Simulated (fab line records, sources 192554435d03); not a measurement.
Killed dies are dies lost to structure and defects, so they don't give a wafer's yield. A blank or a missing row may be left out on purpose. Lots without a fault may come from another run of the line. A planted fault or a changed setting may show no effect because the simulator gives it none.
Chamber matching | flow n5_finfet | N5_BEOL_M5_DEP_56 on pecvd-03: 3 sister chambers
The step deposits SiCN from 3MS/NH3, target thk 8 nm, time 14 s. 3 wafers are shown with their chamber, then 12 later ones without.

WAFERS WITH THEIR CHAMBER
wafer  | chamber | showerhead_plenum_p_Torr (Torr)
L090.2 | 0       | 3.678
L090.4 | 2       | 3.647
L090.5 | 1       | 3.682

WAFERS WITHOUT THEIR CHAMBER
wafer  | showerhead_plenum_p_Torr (Torr)
L091.1 | 3.660
L091.3 | 3.687
L091.4 | 3.687
L093.3 | 3.679
L093.5 | 3.683
L093.6 | 3.660
L097.1 | 3.683
L097.2 | 3.652
L097.6 | 3.658
L094.1 | 3.674
L094.2 | 3.653
L094.6 | 3.673

WHICH CHAMBER EACH WENT THROUGH
wafer  | from the rows above          | in truth
L091.1 | can't be placed: 2 or 0 or 1 | 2
L091.3 | can't be placed: 1 or 0      | 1
L091.4 | can't be placed: 1 or 0      | 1
L093.3 | can't be placed: 0 or 1      | 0
L093.5 | can't be placed: 1 or 0      | 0
L093.6 | can't be placed: 2 or 0 or 1 | 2
L097.1 | can't be placed: 1 or 0      | 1
L097.2 | 2                            | 2
L097.6 | can't be placed: 2 or 0 or 1 | 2
L094.1 | can't be placed: 0 or 1      | 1
L094.2 | 2                            | 2
L094.6 | can't be placed: 0 or 1      | 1
Placed correctly: 2 of 12. Can't be placed from these rows: 10 (the true chamber is among the candidates in 10). Placed wrongly: 0.
How it was worked out, from the rows above alone: a wafer's distance from a chamber is the root of the sum, over the readings, of the square of ((its reading less the chamber's mean) divided by the reading's scatter). The wafer belongs to the nearest chamber; if the next one is less than 2 further off, it can't be placed. A chamber's mean is the mean of its shown wafers. The scatter: with one shown wafer a chamber, the root of the mean of the squares of how far each hidden wafer lies from its nearest shown one.
